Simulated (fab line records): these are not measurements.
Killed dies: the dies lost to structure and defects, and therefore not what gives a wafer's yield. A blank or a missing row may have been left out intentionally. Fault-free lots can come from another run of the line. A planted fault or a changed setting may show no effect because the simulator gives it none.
Split-lot trial	flow n5-finfet	39 wafers read from 7 lots, route of 1938 steps

== ABOUT THE SPLIT ==
At N5_DUMMY_GATE_ETCH_37 (etches SOC in N2/H2, target depth 60 nm, overetch 30 nm), the setting source-w was moved away from the recipe's 840 W on 15 of the 39 wafers read, by -16.1% to +13.7%. This setting was run at the recipe's value on the other wafers.

Reading taken at the split's own step.

== THE READING ==
rf-vpp-V, in V, at N5_DUMMY_GATE_ETCH_37 (etches SOC in N2/H2, target depth 60 nm, overetch 30 nm). Fault-free wafers of this fab line usually give 524.3 V, standard deviation 2.4 V.

wafer	tool, chamber at the split	source-w as run, W	against the recipe	rf-vpp-V, V	against lot-mates on the recipe
L074.1	rie-diel-05, 1	943.5	+12.3%	505.2	-20.1
L074.2	rie-diel-05, 0	840	recipe	522.1	-
L074.3	rie-diel-05, 3	840	recipe	527.3	-
L074.4	rie-diel-05, 2	943.5	+12.3%	504.8	-20.5
L074.5	rie-diel-05, 2	943.5	+12.3%	505.0	-20.3
L074.6	rie-diel-05, 1	840	recipe	526.6	-
L076.1	rie-diel-02, 0	840	recipe	527.1	-
L076.2	rie-diel-02, 1	840	recipe	525.8	-
L076.3	rie-diel-02, 2	704.4	-16.1%	550.7	+24.5
L076.4	rie-diel-02, 3	704.4	-16.1%	557.4	+31.2
L076.5	rie-diel-02, 1	840	recipe	525.6	-
L076.6	rie-diel-02, 0	704.4	-16.1%	557.7	+31.5
L080.2	rie-diel-05, 1	840	recipe	527.1	-
L080.5	rie-diel-05, 2	840	recipe	525.3	-
L080.6	rie-diel-05, 1	840	recipe	526.6	-
L082.1	rie-diel-02, 0	736.8	-12.3%	547.9	+25.8
L082.2	rie-diel-02, 1	736.8	-12.3%	549.6	+27.5
L082.3	rie-diel-02, 2	840	recipe	520.3	-
L082.4	rie-diel-02, 3	840	recipe	526.2	-
L082.5	rie-diel-02, 3	736.8	-12.3%	549.1	+27.0
L082.6	rie-diel-02, 2	840	recipe	519.8	-
L084.1	rie-diel-02, 3	840	recipe	526.1	-
L084.2	rie-diel-02, 2	840	recipe	520.7	-
L084.3	rie-diel-02, 1	954.7	+13.7%	502.3	-22.0
L084.4	rie-diel-02, 0	840	recipe	526.0	-
L084.5	rie-diel-02, 2	954.7	+13.7%	498.1	-26.2
L084.6	rie-diel-02, 1	954.7	+13.7%	502.1	-22.2
L094.1	rie-diel-05, 2	840	recipe	523.4	-
L094.2	rie-diel-05, 1	840	recipe	526.9	-
L094.3	rie-diel-05, 3	925.5	+10.2%	508.5	-16.2
L094.4	rie-diel-05, 0	925.5	+10.2%	506.5	-18.2
L094.5	rie-diel-05, 3	925.5	+10.2%	510.6	-14.1
L094.6	rie-diel-05, 2	840	recipe	523.7	-
L097.1	rie-diel-02, 1	840	recipe	525.0	-
L097.2	rie-diel-02, 2	840	recipe	519.1	-
L097.3	rie-diel-02, 0	840	recipe	526.8	-
L097.4	rie-diel-02, 2	840	recipe	520.1	-
L097.5	rie-diel-02, 1	840	recipe	525.0	-
L097.6	rie-diel-02, 0	840	recipe	526.3	-

FIT RESULTS
A straight line over all 39 wafers: rf-vpp-V changes by -1.79 V for each +1% of source-w; r = -0.98; the points scatter about the line by 2.6 V.
The same after taking each lot's own level away (the mean of its wafers on the recipe; 39 wafers): -1.8 V for each +1%; r = -0.99; scatter 2.6 V.
According to that fit, moving source-w by its largest amount changes the reading by 29 V.
The span of the lots' own levels, 522.10 to 526.33 V, comes to 1.8 times the standard deviation stated above.
The two slopes are in agreement: the lot-to-lot level therefore moves the slope only a little.
Check: +30.7 V against its lot-mates is what the line predicts for one of the wafers moved furthest among these (-16.1%) when that wafer is left out of the fit. It came out at +24.5 V against them.
Tool readings at the split's step, against how far the setting was moved: rf-vpp-V r = -0.98.

== OTHER SPLITS ON THESE WAFERS ==
Before the reading, these wafers also passed through other splits. Each is held against what the fit with the lots' levels taken away leaves over:
other split on the same wafers	wafers away from the commonest value	r with rf-vpp-V (lot level and that fit taken away)
N5_DUMMY_GATE_CVD_03 time-s	24	+0.06

== THE FILE'S OWN FIT ==
rf-vpp-V changes by -1.8 V for each +1% of source-w, r = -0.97.
